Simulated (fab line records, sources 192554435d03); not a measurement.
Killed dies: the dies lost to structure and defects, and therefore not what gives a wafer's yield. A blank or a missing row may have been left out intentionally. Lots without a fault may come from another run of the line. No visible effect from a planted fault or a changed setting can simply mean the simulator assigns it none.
Problem report, 8D (eight disciplines) form, completed by code	flow n5Finfet	the parts of the form that need people (team, actions taken, sign-off) are left out

== 1. WHAT WENT WRONG ==
killed_at_M0_to_M3 at N5_PASSIVATION_PROBE_49 reads a mean of 93 on 1 wafer of 1 lot; wafers without a fault read 36 with a standard deviation of 10. That is +5.7 standard deviations from the usual mean.
First observed at day 19 07:15: wafer L785.6, on prober-01. The record holds 5 wafers of 3 lots with a number at this step. Rule for "out", or "out of limits": more than 4 standard deviations from the usual mean. The rest of the wafers with a number are treated as sound.

== 2. WHAT IT IS, WHAT IT ISN'T ==
question	is	is not
which readings at this step	killed_at_M0_to_M3	killed_at_M4_up, killedAtContacts, killedAtFrontEnd, killedAtOther, killedOpen, killedShort, sort_bin_5_function, sort_bin_6_memory
which lots	L785	L768, L774
which wafers of those lots	all that have a number	-
read on which tools	prober-01	-
when	from day 19 07:15	up to then (4 sound wafers)

== 3. THE SUSPECTS, EACH WITH WHAT RULES IT OUT ==
Counting: a tool stays on the suspect list if, at a process step up to the reading, it processed all lots that are out and no sound lot following the first of them.
- pvdSputter-02 at N5_BEOL_M0_SPUTTER_116 (material Cu, target thk 4 nm, time 7.37 s): kept. It ran the lot that is out, L785 (day 11 15:50), and no sound lot after that; its last sound lot up to then is L774 (day 8 06:55).
- pvdSputter-02 at N5_BEOL_M0_ANNEAL_117 (time 60 s): kept. It ran the lot that is out, L785 (day 11 15:55), and no sound lot after that; its last sound lot up to then is L774 (day 8 06:59).
- pvdSputter-02 at N5_BEOL_M0_SPUTTER_132 (material Cu, target thk 4 nm, time 7.37 s): kept. It ran the lot that is out, L785 (day 11 15:57), and no sound lot after that; its last sound lot up to then is L774 (day 8 07:02).
- cvdCo-02 at N5_BEOL_M0_CO_CAP_123 (material Co, precursor CCTBA/H2, target thk 2 nm, time 102.1 s): kept. It ran the lot that is out, L785 (day 11 17:04), and no sound lot after that.
- pecvd-03 at N5_BEOL_M0_DEP_125 (deposits SiCN from 3MS/NH3, target thk 8 nm, time 14 s): kept. It ran the lot that is out, L785 (day 11 17:11), and no sound lot after that; its last sound lot up to then is L768 (day 6 18:37).
- pecvd-04 at N5_BEOL_M1_PECVD_72 (deposits SiO2 from TEOS/O2, target thk 16 nm, time 18 s): kept. It ran the lot that is out, L785 (day 11 17:26), and no sound lot after that.
- prober-01 at N5_PASSIVATION_PROBE_49: kept. It ran the lot that is out, L785 (day 19 07:15), and no sound lot after that; its last sound lot up to then is L774 (day 13 17:13). On those wafers its own readings are out: killed_at_M0_to_M3.
Left after counting: pvdSputter-02 at N5_BEOL_M0_SPUTTER_116, pvdSputter-02 at N5_BEOL_M0_ANNEAL_117, pvdSputter-02 at N5_BEOL_M0_SPUTTER_132, cvdCo-02 at N5_BEOL_M0_CO_CAP_123, pecvd-03 at N5_BEOL_M0_DEP_125, pecvd-04 at N5_BEOL_M1_PECVD_72, prober-01 at N5_PASSIVATION_PROBE_49.

== 4. THE CAUSE (what the simulator had put in) ==
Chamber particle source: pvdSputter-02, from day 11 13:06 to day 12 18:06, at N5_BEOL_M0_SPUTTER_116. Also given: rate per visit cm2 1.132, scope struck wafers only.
After counting, 7 suspects remain, this tool included.

== 5. THE EFFECT CHAIN, in route order ==
One row per reading whose mean, taken over the struck wafers that have a number, lies over 3 standard deviations from the usual. Scope: only readings with a usual standard deviation given in the record; hours: median across lots of the time from each lot's start at the first step in this table that gives one to its start at this step; sigmas: change in usual standard deviations.
hours	step	reading	usual	on struck wafers	change	sigmas
0	N5_PASSIVATION_PROBE_49	killed_at_M0_to_M3	36	93	+57	+5.7
0	N5_PASSIVATION_PROBE_49	killedOnRim	14	29	+15	+3.9
It contains these process steps:
- N5_PASSIVATION_PROBE_49

== 6. WHAT WOULD HAVE CAUGHT IT SOONER ==
In this record no reading fell out of limits until day 19 07:15, 186 hours after the fault had begun at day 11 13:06.
Of the tool readings at N5_BEOL_M0_SPUTTER_116 for which the record gives a usual standard deviation, none was out on any struck wafer, so an alarm limit of 4 standard deviations on them would not have fired.
Lots out: 1; all had begun N5_BEOL_M0_SPUTTER_116 on pvdSputter-02 by day 19 07:15. None of them would have been spared by holding the tool at that moment.
